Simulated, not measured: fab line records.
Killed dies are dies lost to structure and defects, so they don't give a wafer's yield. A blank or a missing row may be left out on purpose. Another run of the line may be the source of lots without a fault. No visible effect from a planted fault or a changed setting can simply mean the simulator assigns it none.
A struck lot beside a sound one / flow n5 finfet / 15 steps out of a route of 1938
Sound: wafers L511.3, L511.4, L511.6. Wafers struck: L515.2, L515.3, L515.5. Last of all comes the cause.
Per side, at each step with rows, come the tool, then ch with its chambers, and then its first start. Under that, the readings that differ: sound wafers / struck wafers / difference of the means / sigmas: that difference in standard deviations of wafers without a fault.
alike: words and numbers the same on both sides, and readings whose means are apart by under 2 such deviations; not compared: readings that were withheld, readings missing a value for some wafer, numbers with overlapping values and no deviation given by the record, and bounds like >300 which may hide the same value.
Wherever a step has rows on one side only, a row that says differs or no value, or a row with sigmas, the two part there. Numbers that have no deviation but don't overlap get no sigmas and don't part them. Lack of a reading on every wafer of one side parts them only where that side has two or more wafers.

first, 6 steps without rows for these wafers: N5_BEOL_M12_EBR_06; N5_BEOL_M12_SOFTBAKE_05 (time 60 s); N5_BEOL_M12_EXPOSE_07 (exposes mask V11); N5_BEOL_M12_PEB_08 (peb time 90 s); N5_BEOL_M12_DEVELOP_09 (develop time 45 s); N5_BEOL_M12_HARDBAKE_14 (time 120 s).
N5_BEOL_M12_CD_MEAS_10 targets a cd of 140 nm.
  sound on cd sem-02 ch 0, day 12 04:03; struck on cd sem-03 ch 0, day 13 06:46
  alike: cd nm
N5_BEOL_M12_OVL_MEAS_11:
  sound on overlay-02 ch 0, day 12 04:04; struck on overlay-02 ch 0, day 13 06:48
  alike: V11_OVL
N5_BEOL_M12_INSPECT_12: inspects for defects (macro).
  sound on defect inspect-02 at day 12 04:06; struck on defect inspect-02 at day 13 06:50
  alike: raw defect count
N5_BEOL_M12_DESCUM_15: chemistry O2, time 7.9 s.
  sound on rie diel-05 ch 1,2, day 12 04:08; struck on rie diel-02 ch 0,1,2, day 13 06:52
  alike: drypump motor current A, oes product au, rf vpp V, showerhead plenum p Torr, throttle valve pct
  not compared: rf hours counter h
N5_BEOL_M12_ETCH_59: etches BARC in N2/H2, target depth 89 nm, overetch 26.7 nm, time 67.9 s.
  sound on rie diel-05 ch 1,2, day 12 04:10; struck on rie diel-02 ch 0,1,2, day 13 06:53
  alike: drypump motor current A, n2 flow sccm, oes product au, rf vpp V, showerhead plenum p Torr, throttle valve pct
  not compared: rf hours counter h
N5_BEOL_M12_VIA_ETCH_16: etches SiOC in C4F8/O2/Ar, target depth 724.8 nm.
  sound on rie diel-05 ch 1,2, day 12 04:13; struck on rie diel-02 ch 0,1,2, day 13 06:57
  alike: drypump motor current A, he inner torr, he outer torr, oes product au, rf vpp V, showerhead plenum p Torr, throttle valve pct
N5_BEOL_M12_STRIP_63: strips in N2/H2.
  sound on plasma asher-01 ch 0,1, day 12 04:26; struck on plasma asher-02 ch 1, day 13 07:13
reading=drypump motor current A (A); sound=5.44 5.30 5.29; struck=6.11 6.14 6.12; difference=+0.78; sigmas=+3
reading=h2 flow sccm (sccm); sound=3250 3244 3240; struck=2917 2920 2925; difference=-324; sigmas=-37
  alike: heater power w, n2 flow sccm, oes product au, strip time to endpoint s
  not compared: rf hours counter h
N5_BEOL_M12_STRIP_64: strips in N2/H2.
  sound on plasma asher-01 ch 0,1, day 12 04:30; struck on plasma asher-02 ch 1, day 13 07:16
reading=drypump motor current A (A); sound=5.5 5.3 5.3; struck=6.1 6.1 6.1; difference=+0.7; sigmas=+2
  alike: h2 flow sccm, heater power w, n2 flow sccm, oes product au, strip time to endpoint s
  not compared: rf hours counter h
N5_PASSIVATION_PROBE_49:
  sound on prober-01 at day 13 16:58; struck on prober-01 at day 15 06:37
  alike: defect limited yield, killed_at_M0_to_M3, killed_at_M4_up, killed at contacts, killed at front end, killed at other, killed dies, killed open, killed short, sort_bin_5_function, sort_bin_6_memory, sort_bin_8_speed, sort n pass, sort yield pct

== WHERE THEY PART ==
Last at N5_BEOL_M12_STRIP_64 as far as this record goes, first at N5_BEOL_M12_STRIP_63. Later steps at which nothing parts them and some readings are alike: N5_PASSIVATION_PROBE_49.

WHY: the cause the simulator had injected
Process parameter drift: plasma asher-02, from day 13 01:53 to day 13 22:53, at N5_BEOL_M12_STRIP_63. Setting h2 flow sccm shifted by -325 from 3250. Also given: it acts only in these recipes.
